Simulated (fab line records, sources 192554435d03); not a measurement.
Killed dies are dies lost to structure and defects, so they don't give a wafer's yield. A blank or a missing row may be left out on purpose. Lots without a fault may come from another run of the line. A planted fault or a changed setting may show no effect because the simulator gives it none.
A struck lot beside a sound one | flow n5_finfet | 14 steps out of a route of 1938
Sound: wafers L451.1, L451.2, L451.4. Struck: wafer L457.4. (L457.6 of the same lot was not struck and is left out.) The cause comes at the end.
At each step with rows: each side's tool, then ch and its chambers, then its first start. Under that, the readings that differ: sound wafers | struck wafers | difference of the means | sigmas: that difference in standard deviations of wafers without a fault.
alike: readings whose means differ by less than 2 such deviations, and words and numbers that are the same on both sides. not compared: withheld readings, readings that some wafer has no value for, bounds like >300 that may hide the same value, and numbers for which the record gives no deviation and whose values overlap.
The two part at a step that has a row with sigmas, a row that says differs or no value, or rows on one side only. Numbers that don't overlap but have no deviation are shown without sigmas and don't part them. A reading that every wafer of one side lacks parts them only if that side has two wafers or more.

first, 2 steps without rows for these wafers: N5_BEOL_M14_PRECLEAN_39 (cleans in residue remover, time 60 s); N5_BEOL_M14_SRD_40 (time 30 s, dry time 30 s).
N5_BEOL_M14_DEGAS_41: time 60 s.
  sound on pvd_sputter-02, day 12 05:05; struck on pvd_sputter-03, day 13 05:09
  alike: heater_power_w
N5_BEOL_M14_PRE_CLEAN_42: time 30 s.
  sound on pvd_sputter-02, day 12 05:07; struck on pvd_sputter-03, day 13 05:11
  alike: heater_power_w
then, 1 step without rows for these wafers: N5_BEOL_M14_SPUTTER_43 (material TaN, target thk 15 nm, time 24.19 s).
N5_BEOL_M14_SPUTTER_44: material Ta, target thk 15 nm, time 24.19 s.
  sound on pvd_sputter-02, day 12 05:14; struck on pvd_sputter-03, day 13 05:19
  alike: throttle_valve_pct
then, 2 steps without rows for these wafers: N5_BEOL_M14_SPUTTER_45 (material Cu, target thk 100 nm, time 16.67 s); N5_BEOL_M14_ECD_47 (material Cu, target thk 1248 nm).
N5_BEOL_M14_ANNEAL_48: time 90 s.
  sound on rtp_anneal-02 ch 0, day 12 05:45; struck on rtp_anneal-01 ch 0, day 13 05:50
  alike: wafer_temp_C_max
N5_BEOL_M14_CMP_49: polishes, stops on SiO2, t overpolish 5.2 s, target thk 560 nm.
  sound on cmp-03 ch 0,2,3, day 12 06:02; struck on cmp-02 ch 0, day 13 06:06
  alike: barrier_field_endpoint_s, clearing_platen_rpm, motor_current_A, overpolish_run_s, slurry_filter_dp_kPa, time_to_endpoint_s
N5_BEOL_M14_THK_MEAS_50: measures by xrf.
  sound on film_metro-02, day 12 06:20; struck on film_metro-02, day 13 06:17
  alike: M14_THK
then, 1 step without rows for these wafers: N5_BEOL_M14_PRE_CLEAN_52 (time 15 s).
N5_BEOL_M14_DEP_53: deposits SiCN from 3MS/NH3, target thk 50 nm, time 17.8 s.
  sound on pecvd-03 ch 0,1, day 12 06:24; struck on pecvd-03 ch 0, day 13 06:22
  reading                                   | sound        | struck | difference | sigmas
  model.SiCN_of_BEOL_M14_DEP_53.thk_nm (nm) | 50.2 51 50.6 | 47.4   | -3.2       |
  alike: showerhead_plenum_p_Torr, throttle_valve_pct
N5_BEOL_M14_RS_MEAS_54: measures by four-point-probe.
  sound on film_metro-01, day 12 06:28; struck on film_metro-02, day 13 06:25
  alike: M14_RS

WHERE THEY PART
Nowhere in this record.

WHY: what the simulator had put in
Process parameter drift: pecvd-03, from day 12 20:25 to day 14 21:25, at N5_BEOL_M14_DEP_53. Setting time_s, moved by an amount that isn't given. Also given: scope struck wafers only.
